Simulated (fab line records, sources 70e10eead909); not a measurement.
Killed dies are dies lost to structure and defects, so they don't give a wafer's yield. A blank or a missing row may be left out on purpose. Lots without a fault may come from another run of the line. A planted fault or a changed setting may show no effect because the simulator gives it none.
fab line records | flow nand_harc
record lots=24 wafers=72 last_day=33
route steps=1302 shown A_STAIRCASE@670
lots that met no fault: from a run of the same line without faults
start_h: hours from the record's first day to the start of the lot's first wafer shown | wait_h: hours since the lot's step before | " the same as in the row above | L1.1+2: a row that stands for several wafers | - no value, or no start given | * or withheld: withheld | < > ~ a bound
route shown NAME@n: a module of which the file shows steps, and the number in the route of the first | usual: mean/standard deviation of fault-free wafers | same: alike in all rows | chamber/n: place in a boat | sites: the reading at each site | _std_site: their standard deviation | _edge_site: outer sites' mean less inner sites' | radius_mm: how far each site lies from the wafer's centre | mask NAME#n: copy n | behind: the tool/chamber that last shaped the wafer | hold: why the lot was held/for how many hours/how that ended | device: the transistor (n, p or np) that didn't switch | end of line: the same wafers' tests at the end of the route | a step without rows: its recipe alone | killed: dies lost to structure and defects at the first sort, not the wafer's yield | map: a wafer's dies, x killed, . not, _ none there
set.NAME: the setting as run; set.NAME@STEP: as run at that earlier step | model.NAME: the simulator's own value behind a step, which no gauge read
steps of the route over a sample of lots; a table a step, a row a wafer
services: from which hour (start_h, from the record's first day; less than 0 if before it) a tool's chamber was out of use, for how many hours, and why
## steps
# step NHARC_A_STAIRCASE_TRIM_14
# recipe time_s=211.2 o2_flow_sccm=500 ar_flow_sccm=0 bias_w=0 chemistry=O2
# usual drypump_motor_current_A=5.5/0.31 oes_product_au=0.994/0.014 rf_vpp_V=57.9/0.94 showerhead_plenum_p_Torr=3.56/0.16 throttle_valve_pct=17.036/0.009
# columns lot.wafer tool chamber start_h wait_h drypump_motor_current_A oes_product_au rf_hours_counter_h rf_vpp_V showerhead_plenum_p_Torr throttle_valve_pct
L075.2 rie_diel-06 0 - - 5.0 1.003 13 58.5 3.77 17.035
L075.5 " 1 " " 5.3 0.983 - 57.8 3.50 17.045
L075.6 " 2 " " 5.4 0.984 - 57.7 3.41 17.021
L076.2 rie_diel-06 1 - - 5.3 0.979 12 56.9 3.50 17.040
L076.6 " 2 " " 5.4 0.986 - 57.2 3.41 17.034
L076.5 " 3 " " 5.9 0.988 - 57.4 3.59 17.035
L074.1 rie_diel-03 1 - - 5.8 0.996 27 58.5 3.78 17.040
L074.4 " 2 " " 5.4 1.003 29 59.2 3.59 17.043
L074.6 " 0 " " 5.2 1.005 - 57.4 3.29 17.018
L078.3 rie_diel-03 3 - - 5.6 0.997 40 58.6 3.49 17.036
L078.4 " 0 " " 5.2 0.997 39 56.6 3.29 17.035
L078.6 " 2 " " 5.4 1.015 - 57.4 3.58 17.028
L077.2 rie_diel-03 0 - - 5.2 1.006 39 56.9 3.29 17.030
L077.4 " 1 " " 5.8 0.997 36 60.3 3.77 17.027
L077.6 " 0 " " 5.2 0.991 - 58.2 3.29 17.034
L079.1 rie_diel-06 3 - - 6.0 0.993 21 56.6 3.58 17.038
L079.3 " 1 " " 5.2 0.970 20 56.3 3.49 17.024
L079.2 " 2 " " 5.4 0.981 18 58.0 3.41 17.019
L080.1 rie_diel-06 1 - - 5.3 0.964 25 58.1 3.49 17.035
L080.3 " 0 " " 5.0 0.995 27 58.4 3.76 17.037
L080.5 " 1 " " 5.3 0.981 - 58.2 3.49 17.036
L081.2 rie_diel-03 1 - - 5.8 1.007 42 58.4 3.77 17.037
L081.3 " 2 " " 5.4 1.023 45 58.3 3.58 17.044
L081.5 " 3 " " 5.6 1.017 - 56.4 3.49 17.030
L082.1 rie_diel-06 3 - - 5.9 0.986 26 58.3 3.58 17.034
L082.2 " 0 " " 5.0 0.995 29 60.9 3.76 17.051
L082.5 " 3 " " 6.0 0.991 - 57.0 3.58 17.041
L084.1 rie_diel-06 2 - - 5.4 0.972 38 57.0 3.40 17.038
L084.3 " 3 " " 6.0 0.987 40 57.9 3.57 17.019
L084.6 " 1 " " 5.3 0.960 - 56.9 3.48 17.051
L083.2 rie_diel-02 0 - - 5.8 0.997 19 57.8 3.30 17.029
L083.4 " 2 " " 5.9 1.015 14 59.0 3.64 17.042
L083.5 " 0 " " 5.8 0.984 - 58.6 3.30 17.051
L086.4 rie_diel-03 0 - - 5.2 0.983 0 58.5 3.81 17.029
L086.1 " 2 " " 5.4 1.005 0 58.4 3.57 17.051
L086.3 " 3 " " 5.6 0.997 0 56.1 3.48 17.036
L085.1 rie_diel-06 2 - - 5.4 0.988 40 57.5 3.39 17.043
L085.2 " 0 " " 5.0 0.981 46 57.3 3.75 17.032
L085.4 " 1 " " 5.3 0.976 43 59.2 3.48 17.047
L087.1 rie_diel-06 2 - - 5.4 0.990 0 57.0 3.39 17.032
L087.4 " 0 " " 5.0 0.975 0 58.0 3.75 17.048
L087.6 " 3 " " 6.0 0.979 - 58.3 3.57 17.024
L088.2 rie_diel-02 3 - - 5.2 1.018 36 58.5 3.53 17.039
L088.1 " 0 " " 5.8 1.001 37 59.0 3.29 17.048
L088.5 " 2 " " 5.9 1.014 - 56.9 3.63 17.043
L089.3 rie_diel-03 1 - - 5.8 0.987 16 58.6 3.75 17.037
L089.1 " 2 " " 5.4 1.010 14 58.2 3.56 17.038
L089.6 " 3 " " 5.6 1.002 - 59.4 3.48 17.031
L090.3 rie_diel-06 1 - - 5.3 0.999 9 59.5 3.47 17.036
L090.2 " 3 " " 6.0 0.997 5 57.5 3.56 17.046
L090.6 " 0 " " 5.0 0.982 - 58.4 3.74 17.022
L092.4 rie_diel-06 1 - - 5.3 0.993 11 56.4 3.47 17.044
L092.5 " 0 " " 5.0 0.974 - 57.5 3.74 17.027
L092.6 " 1 " " 5.3 0.996 - 58.3 3.47 17.026
L091.1 rie_diel-03 0 - - 5.2 0.967 20 59.0 3.80 17.062
L091.3 " 1 " " 5.9 0.978 26 58.0 3.75 17.033
L091.2 " 2 " " 5.4 1.001 23 59.5 3.56 17.019
L093.2 rie_diel-02 3 - - 5.2 1.001 50 58.9 3.53 17.037
L093.3 " 0 " " 5.8 0.995 47 58.4 3.28 17.056
L093.6 " 1 " " 5.6 1.002 - 57.7 3.78 17.049
L094.4 rie_diel-02 0 - - 5.8 1.008 57 55.8 3.28 17.040
L094.1 " 2 " " 5.9 1.018 54 57.7 3.62 17.042
L094.3 " 3 " " 5.3 0.994 57 58.9 3.52 17.035
L096.3 rie_diel-06 0 - - 5.0 0.985 23 58.7 3.73 17.046
L096.4 " 2 " " 5.4 0.995 22 57.2 3.38 17.038
L096.2 " 3 " " 6.0 0.986 18 57.4 3.56 17.043
L095.3 rie_diel-06 0 - - 5.0 0.985 30 58.0 3.73 17.035
L095.6 " 1 " " 5.3 1.021 - 57.2 3.46 17.033
L095.5 " 2 " " 5.4 1.003 - 58.0 3.38 17.035
L097.1 rie_diel-06 2 - - 5.4 1.007 29 57.6 3.38 17.039
L097.2 " 3 " " 5.9 0.989 27 57.2 3.55 17.024
L097.5 " 3 " " 6.0 0.991 - 57.3 3.55 17.039
# step NHARC_A_STAIRCASE_ETCH_15
# recipe target_depth_a=1000 time_s=40.5 ion_energy_ev=400 c4f8_flow_sccm=20 o2_flow_sccm=10 ar_flow_sccm=withheld rf_w=600 bias_w=1000 chemistry=C4F8/O2
# usual oes_product_au=0.939/0.015 rf_vpp_V=897/5.6
# columns lot.wafer tool chamber start_h wait_h oes_product_au rf_hours_counter_h rf_vpp_V
L075.2 rie_diel-06 0 - - 0.946 13 905
L075.5 " 0 " " 0.943 - 904
L075.6 " 1 " " 0.931 - 897
L076.2 rie_diel-06 0 - - 0.937 14 904
L076.5 " 2 " " 0.926 - 894
L076.6 " 3 " " 0.925 - 898
L074.4 rie_diel-03 2 - - 0.957 29 899
L074.1 " 1 " " 0.940 27 906
L074.6 " 2 " " 0.954 - 898
L078.3 rie_diel-03 3 - - 0.947 40 895
L078.4 " 0 " " 0.941 39 888
L078.6 " 2 " " 0.944 - 898
L079.2 rie_diel-06 3 - - 0.941 21 898
L079.1 " 0 " " 0.934 23 904
L079.3 " 2 " " 0.954 18 891
L077.2 rie_diel-03 3 - - 0.941 41 895
L077.4 " 0 " " 0.936 39 887
L077.6 " 3 " " 0.948 - 895
L080.1 rie_diel-06 0 - - 0.957 28 905
L080.3 " 1 " " 0.918 25 894
L080.5 " 0 " " 0.955 - 906
L081.2 rie_diel-03 0 - - 0.929 45 888
L081.3 " 2 " " 0.960 45 899
L081.5 " 0 " " 0.920 - 887
L082.1 rie_diel-06 3 - - 0.923 27 898
L082.2 " 0 " " 0.927 29 903
L082.5 " 3 " " 0.932 - 897
L084.1 rie_diel-06 1 - - 0.920 41 895
L084.3 " 3 " " 0.940 40 898
L084.6 " 1 " " 0.925 - 894
L083.4 rie_diel-02 2 - - 0.969 14 899
L083.2 " 3 " " 0.962 16 896
L083.5 " 2 " " 0.971 - 900
L086.4 rie_diel-03 0 - - 0.923 0 906
L086.1 " 2 " " 0.956 0 898
L086.3 " 3 " " 0.943 0 895
L085.2 rie_diel-06 1 - - 0.921 43 894
L085.1 " 2 " " 0.929 40 891
L085.4 " 3 " " 0.944 43 898
L087.1 rie_diel-06 0 - - 0.942 0 904
L087.4 " 2 " " 0.941 0 892
L087.6 " 3 " " 0.931 - 899
L088.1 rie_diel-02 2 - - 0.949 34 900
L088.2 " 0 " " 0.941 37 887
L088.5 " 2 " " 0.956 - 899
L089.3 rie_diel-03 3 - - 0.927 15 895
L089.1 " 0 " " 0.904 11 906
L089.6 " 0 " " 0.910 - 905
L090.3 rie_diel-06 2 - - 0.949 10 890
L090.2 " 0 " " 0.932 9 904
L090.6 " 2 " " 0.955 - 891
L092.4 rie_diel-06 3 - - 0.951 7 898
L092.5 " 1 " " 0.945 - 893
L092.6 " 2 " " 0.946 - 890
L091.3 rie_diel-03 1 - - 0.925 26 903
L091.2 " 2 " " 0.930 23 896
L091.1 " 3 " " 0.987 17 893
L093.2 rie_diel-02 0 - - 0.939 47 888
L093.3 " 3 " " 0.958 50 897
L093.6 " 0 " " 0.952 - 886
L094.1 rie_diel-02 3 - - 0.942 57 896
L094.3 " 0 " " 0.934 57 887
L094.4 " 1 " " 0.935 53 904
L096.3 rie_diel-06 2 - - 0.946 22 889
L096.4 " 3 " " 0.939 18 897
L096.2 " 1 " " 0.957 23 893
L095.3 rie_diel-06 2 - - 0.948 27 890
L095.6 " 0 " " 0.934 - 903
L095.5 " 1 " " 0.962 - 894
L097.1 rie_diel-06 3 - - 0.923 27 895
L097.2 " 0 " " 0.924 33 903
L097.5 " 0 " " 0.925 - 903
# step NHARC_A_STAIRCASE_ETCH_17
# recipe target_depth_a=1000 time_s=40.5 ion_energy_ev=400 c4f8_flow_sccm=20 o2_flow_sccm=10 ar_flow_sccm=withheld rf_w=600 bias_w=1000 chemistry=C4F8/O2
# usual oes_product_au=0.939/0.014 rf_vpp_V=897/5.6
# columns lot.wafer tool chamber start_h wait_h oes_product_au rf_hours_counter_h rf_vpp_V
L075.2 rie_diel-06 3 - - 0.932 14 899
L075.6 " 3 " " 0.927 - 897
L075.5 " 0 " " 0.948 - 904
L076.2 rie_diel-06 2 - - 0.925 12 891
L076.6 " 1 " " 0.926 - 894
L076.5 " 2 " " 0.937 - 891
L074.4 rie_diel-03 1 - - 0.932 28 904
L074.1 " 3 " " 0.960 30 895
L074.6 " 1 " " 0.932 - 906
L079.1 rie_diel-06 3 - - 0.918 21 898
L079.3 " 1 " " 0.923 21 894
L079.2 " 2 " " 0.933 18 891
L078.4 rie_diel-03 1 - - 0.948 36 903
L078.3 " 0 " " 0.932 39 888
L078.6 " 1 " " 0.943 - 904
L077.2 rie_diel-03 1 - - 0.942 36 906
L077.4 " 3 " " 0.952 41 895
L077.6 " 1 " " 0.932 - 905
L080.1 rie_diel-06 1 - - 0.925 26 895
L080.3 " 2 " " 0.933 23 892
L080.5 " 0 " " 0.961 - 905
L081.2 rie_diel-03 0 - - 0.936 46 886
L081.3 " 1 " " 0.928 43 904
L081.5 " 3 " " 0.962 - 895
L082.2 rie_diel-06 1 - - 0.912 27 894
L082.1 " 0 " " 0.934 29 904
L082.5 " 2 " " 0.924 - 891
L084.1 rie_diel-06 0 - - 0.938 43 903
L084.3 " 2 " " 0.935 38 891
L084.6 " 0 " " 0.938 - 905
L083.4 rie_diel-02 1 - - 0.933 17 907
L083.2 " 2 " " 0.969 14 901
L083.5 " 3 " " 0.962 - 897
L086.1 rie_diel-03 2 - - 0.949 0 898
L086.4 " 0 " " 0.923 0 907
L086.3 " 1 " " 0.945 0 902
L085.4 rie_diel-06 2 - - 0.922 40 890
L085.2 " 3 " " 0.938 43 896
L085.1 " 0 " " 0.942 46 905
L087.4 rie_diel-06 1 - - 0.943 0 894
L087.1 " 0 " " 0.922 0 904
L087.6 " 2 " " 0.945 - 893
L088.1 rie_diel-02 1 - - 0.941 34 906
L088.2 " 0 " " 0.945 37 889
L088.5 " 2 " " 0.953 - 900
L089.3 rie_diel-03 0 - - 0.899 11 907
L089.1 " 1 " " 0.939 16 903
L089.6 " 1 " " 0.924 - 904
L090.3 rie_diel-06 3 - - 0.941 5 897
L090.2 " 0 " " 0.939 9 905
L090.6 " 1 " " 0.938 - 894
L092.4 rie_diel-06 3 - - 0.923 7 898
L092.6 " 0 " " 0.916 - 902
L092.5 " 1 " " 0.946 - 894
L091.3 rie_diel-03 2 - - 0.940 23 896
L091.1 " 3 " " 0.940 17 894
L091.2 " 0 " " 0.922 20 905
L093.2 rie_diel-02 3 - - 0.945 50 895
L093.3 " 1 " " 0.947 44 905
L093.6 " 3 " " 0.933 - 896
L094.1 rie_diel-02 0 - - 0.937 57 887
L094.4 " 1 " " 0.931 53 905
L094.3 " 3 " " 0.946 57 895
L096.3 rie_diel-06 0 - - 0.921 23 903
L096.4 " 2 " " 0.951 22 890
L096.2 " 3 " " 0.924 18 896
L095.3 rie_diel-06 0 - - 0.928 30 903
L095.6 " 0 " " 0.938 - 903
L095.5 " 1 " " 0.964 - 895
L097.1 rie_diel-06 3 - - 0.938 27 898
L097.2 " 1 " " 0.948 30 894
L097.5 " 2 " " 0.944 - 890
# step NHARC_A_STAIRCASE_DESCUM_186
# recipe time_s=3 o2_flow_sccm=200 ar_flow_sccm=0 bias_power_w=0 chemistry=O2
# usual drypump_motor_current_A=5.5/0.31 oes_product_au=0.998/0.012 rf_vpp_V=57.8/0.9 showerhead_plenum_p_Torr=1.94/0.094 throttle_valve_pct=11.313/0.0094
# same bias_power_w=0
# columns lot.wafer tool chamber start_h wait_h drypump_motor_current_A oes_product_au rf_hours_counter_h rf_vpp_V showerhead_plenum_p_Torr throttle_valve_pct
L075.2 rie_diel-02 2 371.79 - 5.9 1.011 52 58.5 1.99 11.301
L075.6 " 1 " " 5.6 0.988 - 56.5 1.77 11.315
L075.5 " 2 " " 5.9 0.999 - 57.7 1.99 11.315
L076.2 rie_diel-06 0 372.39 - 5.0 0.999 15 58.8 2.05 11.318
L076.5 " 3 " " 6.0 0.989 - 60.2 1.95 11.307
L076.6 " 0 " " 5.0 0.996 - 57.2 2.05 11.308
L074.1 rie_diel-02 0 375.20 - 5.8 0.993 50 57.0 1.79 11.313
L074.4 " 1 " " 5.6 0.987 51 55.9 1.77 11.311
L074.6 " 2 " " 5.9 1.001 - 58.7 1.99 11.314
L079.1 rie_diel-06 2 399.85 - 5.4 0.994 20 59.4 1.84 11.325
L079.2 " 3 " " 5.9 0.992 22 58.0 1.95 11.295
L079.3 " 1 " " 5.3 0.981 22 57.1 1.89 11.304
L078.3 rie_diel-03 2 400.01 - 5.4 1.010 39 57.9 1.94 11.325
L078.4 " 0 " " 5.2 0.989 41 56.4 1.77 11.303
L078.6 " 3 " " 5.6 1.005 - 57.6 1.89 11.308
L077.4 rie_diel-03 1 400.19 - 5.8 1.003 38 58.3 2.06 11.311
L077.2 " 2 " " 5.4 1.023 39 58.4 1.94 11.321
L077.6 " 1 " " 5.8 0.999 - 58.0 2.06 11.317
L080.3 rie_diel-06 1 413.24 - 5.2 0.975 26 57.5 1.89 11.324
L080.1 " 2 " " 5.4 0.998 24 57.2 1.84 11.301
L080.5 " 3 " " 5.9 0.999 - 57.2 1.94 11.320
L081.3 rie_diel-02 2 417.35 - 5.9 1.017 5 57.9 1.98 11.313
L081.2 " 0 " " 5.8 1.006 7 56.9 1.78 11.323
L081.5 " 2 " " 5.9 1.028 - 57.9 1.98 11.302
L082.1 rie_diel-03 0 418.97 - 5.2 1.010 48 58.3 1.77 11.316
L082.2 " 2 " " 5.4 1.015 49 57.7 1.94 11.318
L082.5 " 3 " " 5.6 1.010 - 58.6 1.89 11.312
L084.3 rie_diel-03 1 458.42 - 5.8 0.998 54 57.8 2.05 11.319
L084.1 " 2 " " 5.4 1.011 60 58.7 1.94 11.321
L084.6 " 1 " " 5.8 1.002 - 58.1 2.05 11.324
L083.2 rie_diel-02 0 458.76 - 5.8 0.997 20 57.4 1.78 11.318
L083.4 " 1 " " 5.6 0.999 18 58.0 2.07 11.311
L083.5 " 3 " " 5.3 1.011 - 57.2 1.92 11.313
L086.3 rie_diel-06 3 472.16 - 5.9 0.997 47 59.1 1.94 11.288
L086.4 " 1 " " 5.3 0.971 46 57.6 1.88 11.314
L086.1 " 2 " " 5.4 0.990 42 57.1 1.83 11.320
L085.4 rie_diel-03 3 474.16 - 5.6 1.002 4 55.8 1.89 11.299
L085.2 " 0 " " 5.2 0.984 6 58.1 2.07 11.307
L085.1 " 1 " " 5.9 1.000 6 57.4 2.05 11.320
L087.4 rie_diel-02 0 498.44 - 5.8 1.003 36 57.5 1.77 11.312
L087.1 " 3 " " 5.2 1.016 35 57.6 1.92 11.301
L087.6 " 1 " " 5.6 0.994 - 58.4 2.06 11.297
L088.2 rie_diel-02 1 509.82 - 5.6 0.996 34 58.0 2.06 11.310
L088.1 " 0 " " 5.8 0.994 37 57.2 1.77 11.305
L088.5 " 2 " " 5.9 1.013 - 57.6 1.97 11.320
L089.1 rie_diel-06 0 510.14 - 5.0 0.981 2 57.4 2.04 11.301
L089.3 " 1 " " 5.2 0.993 2 58.6 1.88 11.306
L089.6 " 3 " " 5.9 0.979 - 56.6 1.94 11.310
L090.3 rie_diel-06 0 533.61 - 5.0 0.982 10 58.7 2.04 11.319
L090.2 " 3 " " 5.9 0.983 6 58.2 1.93 11.312
L090.6 " 1 " " 5.3 0.991 - 57.5 1.88 11.318
L092.4 rie_diel-03 2 538.23 - 5.5 1.010 24 59.1 1.93 11.309
L092.5 " 0 " " 5.2 0.987 - 57.5 2.07 11.330
L092.6 " 1 " " 5.8 0.989 - 58.2 2.04 11.301
L091.1 rie_diel-06 3 539.47 - 5.9 0.984 8 57.5 1.93 11.322
L091.2 " 1 " " 5.2 1.003 12 57.1 1.88 11.316
L091.3 " 2 " " 5.4 0.995 13 57.0 1.83 11.302
L093.2 rie_diel-02 3 545.27 - 5.2 0.996 51 58.6 1.91 11.325
L093.3 " 1 " " 5.6 0.998 46 58.3 2.06 11.308
L093.6 " 2 " " 5.9 1.014 - 57.1 1.97 11.309
L094.3 rie_diel-03 3 566.77 - 5.7 1.015 26 56.9 1.88 11.313
L094.4 " 1 " " 5.8 0.988 34 59.3 2.04 11.307
L094.1 " 2 " " 5.4 1.002 33 59.2 1.93 11.296
L096.2 rie_diel-06 1 573.02 - 5.2 1.013 25 58.4 1.87 11.334
L096.4 " 2 " " 5.4 1.000 25 56.9 1.83 11.317
L096.3 " 3 " " 5.9 0.987 23 58.6 1.93 11.326
L095.3 rie_diel-06 2 580.67 - 5.4 1.006 28 58.0 1.83 11.323
L095.5 " 1 " " 5.2 1.005 - 58.6 1.87 11.310
L095.6 " 2 " " 5.4 0.997 - 56.5 1.82 11.332
L097.1 rie_diel-02 1 586.04 - 5.6 1.012 4 56.7 2.06 11.319
L097.2 " 2 " " 5.9 1.021 2 58.6 1.97 11.320
L097.5 " 2 " " 5.9 1.018 - 58.1 1.97 11.299
# step NHARC_A_STAIRCASE_ETCH_194
# recipe target_depth_a=1000 time_s=40.5 ion_energy_ev=400 c4f8_flow_sccm=20 o2_flow_sccm=10 ar_flow_sccm=withheld rf_w=600 bias_w=1000 chemistry=C4F8/O2
# usual oes_product_au=0.940/0.014 rf_vpp_V=897/5.8
# columns lot.wafer tool chamber start_h wait_h oes_product_au rf_hours_counter_h rf_vpp_V
L075.2 rie_diel-02 2 - - 0.932 53 900
L075.6 " 3 " " 0.934 - 898
L075.5 " 0 " " 0.924 - 888
L076.2 rie_diel-06 0 - - 0.948 15 904
L076.5 " 3 " " 0.921 - 899
L076.6 " 0 " " 0.934 - 906
L074.4 rie_diel-02 2 - - 0.952 54 901
L074.1 " 0 " " 0.928 51 888
L074.6 " 1 " " 0.935 - 888
L079.2 rie_diel-06 2 - - 0.930 20 891
L079.1 " 0 " " 0.932 25 904
L079.3 " 1 " " 0.919 22 895
L078.4 rie_diel-03 3 - - 0.938 43 894
L078.3 " 1 " " 0.942 39 906
L078.6 " 3 " " 0.941 - 896
L077.2 rie_diel-03 3 - - 0.950 43 895
L077.4 " 1 " " 0.946 39 903
L077.6 " 2 " " 0.971 - 897
L080.3 rie_diel-06 0 - - 0.922 29 906
L080.1 " 3 " " 0.924 27 898
L080.5 " 0 " " 0.931 - 905
L081.2 rie_diel-02 1 - - 0.950 8 906
L081.3 " 2 " " 0.957 6 902
L081.5 " 1 " " 0.944 - 907
L082.2 rie_diel-03 2 - - 0.951 49 899
L082.1 " 0 " " 0.948 48 887
L082.5 " 3 " " 0.952 - 894
L084.3 rie_diel-06 3 - - 0.944 41 899
L084.1 " 0 " " 0.941 44 904
L084.6 " 3 " " 0.940 - 898
L083.2 rie_diel-02 0 - - 0.935 20 888
L083.4 " 1 " " 0.946 18 905
L083.5 " 0 " " 0.932 - 888
L086.4 rie_diel-06 2 - - 0.939 44 891
L086.3 " 3 " " 0.955 48 898
L086.1 " 0 " " 0.942 51 904
L085.1 rie_diel-03 0 - - 0.914 7 906
L085.4 " 2 " " 0.949 4 899
L085.2 " 3 " " 0.933 4 894
L087.1 rie_diel-02 1 - - 0.956 33 906
L087.4 " 2 " " 0.961 33 900
L087.6 " 3 " " 0.955 - 897
L088.2 rie_diel-02 0 - - 0.951 38 888
L088.1 " 1 " " 0.937 35 905
L088.5 " 2 " " 0.945 - 900
L089.3 rie_diel-06 3 - - 0.938 3 897
L089.1 " 1 " " 0.939 3 895
L089.6 " 2 " " 0.950 - 890
L090.3 rie_diel-06 0 - - 0.937 11 905
L090.2 " 3 " " 0.929 7 897
L090.6 " 0 " " 0.939 - 904
L092.4 rie_diel-03 2 - - 0.941 24 897
L092.6 " 2 " " 0.943 - 897
L092.5 " 3 " " 0.950 - 893
L091.1 rie_diel-06 0 - - 0.936 17 904
L091.2 " 1 " " 0.943 15 894
L091.3 " 3 " " 0.928 12 896
L093.2 rie_diel-02 1 - - 0.949 46 905
L093.3 " 2 " " 0.967 48 898
L093.6 " 0 " " 0.951 - 886
L094.4 rie_diel-03 0 - - 0.902 29 904
L094.1 " 1 " " 0.937 36 904
L094.3 " 3 " " 0.950 28 893
L096.4 rie_diel-06 3 - - 0.920 24 898
L096.3 " 0 " " 0.914 29 902
L096.2 " 1 " " 0.950 26 894
L095.3 rie_diel-06 3 - - 0.929 27 897
L095.5 " 0 " " 0.937 - 903
L095.6 " 1 " " 0.966 - 894
L097.1 rie_diel-02 2 - - 0.954 3 900
L097.2 " 1 " " 0.962 5 904
L097.5 " 3 " " 0.916 - 896
# step NHARC_A_STAIRCASE_ETCH_230
# recipe target_depth_a=1000 time_s=40.5 ion_energy_ev=400 c4f8_flow_sccm=20 o2_flow_sccm=10 ar_flow_sccm=withheld rf_w=600 bias_w=1000 chemistry=C4F8/O2
# usual oes_product_au=0.950/0.017 rf_vpp_V=897/5.8
# columns lot.wafer tool chamber start_h wait_h oes_product_au rf_hours_counter_h rf_vpp_V
L075.2 rie_diel-03 3 - - 0.949 31 895
L075.5 " 1 " " 0.937 - 905
L075.6 " 2 " " 0.938 - 898
L076.2 rie_diel-06 3 - - 0.976 18 898
L076.6 " 3 " " 0.968 - 897
L076.5 " 0 " " 0.959 - 903
L074.1 rie_diel-02 1 - - 0.939 53 887
L074.4 " 2 " " 0.945 55 900
L074.6 " 0 " " 0.930 - 887
L079.3 rie_diel-02 0 - - 0.934 1 888
L079.2 " 2 " " 0.972 0 900
L079.1 " 3 " " 0.946 1 898
L078.3 rie_diel-03 2 - - 0.957 42 897
L078.4 " 1 " " 0.958 40 904
L078.6 " 3 " " 0.970 - 894
L077.2 rie_diel-06 1 - - 0.930 25 894
L077.4 " 2 " " 0.945 23 892
L077.6 " 2 " " 0.951 - 891
L080.3 rie_diel-02 0 - - 0.956 8 887
L080.1 " 2 " " 0.992 6 900
L080.5 " 0 " " 0.950 - 888
L081.3 rie_diel-06 3 - - 0.946 31 896
L081.2 " 1 " " 0.931 30 895
L081.5 " 3 " " 0.940 - 897
L082.1 rie_diel-03 1 - - 0.963 48 905
L082.2 " 2 " " 0.992 50 898
L082.5 " 1 " " 0.965 - 905
L084.1 rie_diel-02 0 - - 0.937 21 888
L084.3 " 1 " " 0.940 19 906
L084.6 " 3 " " 0.943 - 896
L083.4 rie_diel-06 3 - - 0.938 42 898
L083.2 " 0 " " 0.929 45 904
L083.5 " 1 " " 0.926 - 896
L086.1 rie_diel-02 3 - - 0.959 25 896
L086.4 " 0 " " 0.940 26 887
L086.3 " 1 " " 0.926 24 905
L085.2 rie_diel-06 3 - - 0.955 50 897
L085.4 " 0 " " 0.935 52 903
L085.1 " 1 " " 0.921 48 895
L087.4 rie_diel-03 3 - - 0.988 13 893
L087.1 " 1 " " 0.957 15 905
L087.6 " 3 " " 0.984 - 894
L088.2 rie_diel-06 3 - - 0.945 5 899
L088.1 " 0 " " 0.946 4 903
L088.5 " 2 " " 0.974 - 890
L089.1 rie_diel-02 2 - - 0.941 36 898
L089.3 " 3 " " 0.940 39 895
L089.6 " 0 " " 0.952 - 888
L090.2 rie_diel-03 2 - - 0.964 24 896
L090.3 " 3 " " 0.975 18 894
L090.6 " 3 " " 0.977 - 893
L092.4 rie_diel-03 3 - - 0.930 19 895
L092.5 " 3 " " 0.941 - 893
L092.6 " 0 " " 0.919 - 905
L091.3 rie_diel-06 2 - - 0.970 17 888
L091.1 " 0 " " 0.944 19 904
L091.2 " 1 " " 0.965 18 895
L093.3 rie_diel-03 1 - - 0.941 33 906
L093.2 " 0 " " 0.922 26 906
L093.6 " 1 " " 0.939 - 903
L094.1 rie_diel-03 0 - - 0.925 30 905
L094.4 " 1 " " 0.957 36 903
L094.3 " 2 " " 0.979 35 897
L096.3 rie_diel-03 0 - - 0.923 33 905
L096.2 " 1 " " 0.950 39 904
L096.4 " 2 " " 0.944 38 898
L095.3 rie_diel-06 2 - - 0.952 30 890
L095.5 " 3 " " 0.923 - 896
L095.6 " 0 " " 0.934 - 902
L097.1 rie_diel-06 2 - - 0.950 31 891
L097.2 " 0 " " 0.944 35 904
L097.5 " 1 " " 0.955 - 893
## services
# columns tool chamber start_h hours kind
rie_diel-03 2 346.07 1.6 repair
rie_diel-06 0 365.39 - clean
rie_diel-06 1 365.39 - clean
rie_diel-06 2 365.39 - clean
rie_diel-06 3 365.39 - clean
rie_diel-02 0 388.08 3.5 repair
rie_diel-06 0 389.89 - clean
rie_diel-06 1 389.89 - clean
rie_diel-06 2 389.89 - clean
rie_diel-06 3 389.89 - clean
rie_diel-02 - 393.70 9.0 pm
rie_diel-06 0 414.40 - clean
rie_diel-06 1 414.40 - clean
rie_diel-06 2 414.40 - clean
rie_diel-06 3 414.40 - clean
rie_diel-03 1 427.33 3.5 repair
rie_diel-06 0 438.90 - clean
rie_diel-06 1 438.90 - clean
rie_diel-06 2 438.90 - clean
rie_diel-03 0 481.98 13.0 repair
rie_diel-06 - 484.39 9.0 pm
rie_diel-03 3 517.78 17.8 repair
rie_diel-06 3 518.22 11.4 repair
rie_diel-02 - 570.78 9.0 pm
## key
fault none
